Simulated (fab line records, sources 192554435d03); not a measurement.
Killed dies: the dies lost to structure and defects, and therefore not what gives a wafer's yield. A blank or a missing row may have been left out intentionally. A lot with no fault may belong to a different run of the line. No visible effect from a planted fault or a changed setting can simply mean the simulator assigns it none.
Matching of chambers	flow n5Finfet	rieDiel-04 running N5_BEOL_M12_DESCUM_33: 4 sister chambers
The step chemistry O2, time 7.9 s. 4 wafers are shown with their chamber, then 10 later ones without.

== WAFERS PAIRED WITH THEIR CHAMBERS ==
wafer	chamber	drypumpMotorCurrentA (A)
L089.1	0	4.8
L089.3	3	5.7
L088.1	2	5.8
L088.4	1	5.9

== WAFERS WITHOUT THEIR CHAMBER ==
wafer	drypumpMotorCurrentA (A)
L088.6	6.0
L091.2	5.9
L091.4	4.8
L091.6	4.7
L093.1	6.0
L093.5	5.9
L093.6	5.8
L095.2	5.8
L095.3	5.7
L095.4	5.8

== EACH ONE'S CHAMBER ==
wafer	from the rows above	in truth
L088.6	can't be placed: 1 or 2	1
L091.2	can't be placed: 1 or 2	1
L091.4	0	0
L091.6	0	0
L093.1	can't be placed: 1 or 2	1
L093.5	can't be placed: 1 or 2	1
L093.6	can't be placed: 2 or 3 or 1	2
L095.2	can't be placed: 2 or 3 or 1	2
L095.3	can't be placed: 3 or 2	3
L095.4	can't be placed: 2 or 3 or 1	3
Correctly placed: 2 of 10. Not placeable from these rows: 8 (in 8, the candidates include the true chamber). Wrongly placed: 0.
How it was worked out, from the rows above alone: a wafer's distance from a chamber is the root of the sum, over the readings, of the square of ((its reading less the chamber's mean) divided by the reading's scatter). If the next closest chamber is less than 2 further off than the closest, the wafer can't be placed; otherwise it belongs to the closest. Each chamber's mean is taken over the wafers shown for it. The scatter: with one shown wafer a chamber, the root of the mean of the squares of how far each hidden wafer lies from its nearest shown one.
